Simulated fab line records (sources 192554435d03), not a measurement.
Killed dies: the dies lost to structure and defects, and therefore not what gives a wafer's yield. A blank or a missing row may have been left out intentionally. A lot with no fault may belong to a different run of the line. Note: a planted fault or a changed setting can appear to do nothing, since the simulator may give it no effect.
Problem report in the 8D (eight disciplines) form, filled by code :: flow n5-finfet :: the parts of the form that need people (team, actions taken, sign-off) are left out

## 1. WHAT IS WRONG
At N5_BEOL_M0_SAQP_ETCH_107, bias-w averages 58.89 W over 6 wafers from 2 lots, while fault-free wafers read 72.99 W, standard deviation 0.22. That is -64 standard deviations from the usual mean.
The step: etches SiNx in CH3F/O2, target depth 30 nm.
First observed at day 8 22:16: wafer L857.1, on rie-diel-05. At this step, 18 wafers from 6 lots have a number in the record. By rule, "out" or "out of limits" means more than 4 standard deviations away from the usual mean. All remaining wafers that have a number are taken as sound.

## 2. WHAT IT IS; WHAT IT IS NOT
question: which readings at this step
is: bias-w, rf-vpp-V
is not: O2_flow_sccm, drypump-motor-current-A, oes-product-au, showerhead-plenum-p-Torr

question: which lots
is: L857, L859
is not: L844, L851, L861, L867

question: which wafers of those lots
is: all that have a number
is not: -

question: read on which tools
is: rie-diel-05
is not: rie-diel-06

question: when
is: from day 8 22:16
is not: up to then (6 sound wafers); but 6 sound wafers of L861, L867 came after

## 3. THE SUSPECTS, EACH WITH WHAT RULES IT OUT
Counting: a tool stays on the suspect list if, at a process step up to the reading, it processed all lots that are out and no sound lot following the first of them.
- rie-si-01 at N5_BEOL_M0_SAQP_MANDREL1_REMOVE_100 (chemistry HBr/Cl2/O2, target a-Si, stops on SiNx, bt time 10 s): ruled out as a lasting fault. The sound lots L867 went through it after L857, its earliest lot that is out (day 8 21:23).
- vapor-etch-01 at N5_BEOL_M0_SAQP_RECESS_104 (chemistry HF/NH3, target SiO2, target depth 18 nm, afs cycles 3, sublimation time 60 s): kept. It ran every lot that is out, first L857 (day 8 21:46), and no sound lot after that.
- rie-diel-05 at N5_BEOL_M0_SAQP_ETCH_107 (etches SiNx in CH3F/O2, target depth 30 nm): kept. It ran every lot that is out, first L857 (day 8 22:16), and no sound lot after that; its last sound lot up to then is L851 (day 7 08:06). Its own bias-w, rf-vpp-V readings are out on those wafers.
The count leaves rie-diel-05 at N5_BEOL_M0_SAQP_ETCH_107 and vapor-etch-01 at N5_BEOL_M0_SAQP_RECESS_104.

## 4. THE CAUSE (what the simulator had put in)
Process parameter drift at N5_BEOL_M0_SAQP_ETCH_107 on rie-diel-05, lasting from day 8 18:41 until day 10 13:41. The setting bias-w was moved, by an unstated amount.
2 suspects survive the count, and this tool is in that group.

## 5. THE CHAIN OF EFFECTS, in route order
One row per reading whose mean, taken over the struck wafers that have a number, lies over 3 standard deviations from the usual. Only readings for which the record gives a usual standard deviation are gone through. hours: the time from each lot's start at the first step in this table that gives one to its start at this step, as a median over the lots. sigmas: the change in usual standard deviations.
hours: 0
step: N5_BEOL_M0_SAQP_ETCH_107
reading: bias-w
usual: 72.99 W
on struck wafers: 58.89
change: -14.10
sigmas: -64

hours: 0
step: N5_BEOL_M0_SAQP_ETCH_107
reading: rf-vpp-V
usual: 300 V
on struck wafers: 250
change: -50
sigmas: -11
Here are the process steps it includes:
- N5_BEOL_M0_SAQP_ETCH_107: etches SiNx in CH3F/O2, target depth 30 nm.
Later measuring or inspecting steps at which every struck wafer that the step has a row for has a number for every such reading, and none has moved that far: N5_BEOL_M4_RC_MEAS_101.

## 6. WHAT WOULD HAVE CAUGHT IT SOONER
In this record the first reading out of limits was taken at day 8 22:16, 4 hours after the fault began at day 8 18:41.
